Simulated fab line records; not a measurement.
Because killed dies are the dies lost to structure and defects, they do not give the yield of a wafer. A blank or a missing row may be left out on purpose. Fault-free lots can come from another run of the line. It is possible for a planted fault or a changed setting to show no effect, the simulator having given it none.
Chamber matching + flow nand_harc + NHARC_A_STAIRCASE_DEP_156 on pecvd-01: 3 sister chambers
The step deposits SiNx, target thk 50 nm. 3 wafers are shown with their chamber, then 9 later ones without.

WAFERS, EACH WITH ITS CHAMBER
| wafer  | chamber | heater_power_w (W) |
|--------|---------|--------------------|
| L089.4 | 2       | 656                |
| L090.2 | 0       | 582                |
| L090.5 | 1       | 756                |

WAFERS MISSING THEIR CHAMBER
| wafer  | heater_power_w (W) |
|--------|--------------------|
| L092.1 | 684                |
| L092.2 | 689                |
| L092.5 | 713                |
| L094.1 | 771                |
| L094.2 | 679                |
| L094.6 | 765                |
| L095.2 | 732                |
| L095.3 | 677                |
| L095.6 | 671                |

THE CHAMBER EACH PASSED THROUGH
| wafer  | from the rows above     | in truth                   |
|--------|-------------------------|----------------------------|
| L092.1 | can't be placed: 2 or 1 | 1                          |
| L092.2 | can't be placed: 2 or 1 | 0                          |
| L092.5 | can't be placed: 1 or 2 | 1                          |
| L094.1 | 1                       | 1                          |
| L094.2 | 2                       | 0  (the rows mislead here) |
| L094.6 | 1                       | 1                          |
| L095.2 | 1                       | 1                          |
| L095.3 | 2                       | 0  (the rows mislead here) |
| L095.6 | 2                       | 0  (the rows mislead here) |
Placed correctly: 3 of 9. These rows do not allow placing 3 (true chamber among the candidates in 2). Wrongly placed: 3.
How it was worked out, from the rows above alone: a wafer's distance from a chamber is the root of the sum, over the readings, of the square of ((its reading less the chamber's mean) divided by the reading's scatter). The wafer belongs to the nearest chamber; if the next one is less than 2 further off, it can't be placed. The mean given for a chamber averages the wafers shown for that chamber. The scatter (one wafer shown for each chamber): square how far every hidden wafer sits from the nearest shown wafer, average those squares and take the square root.
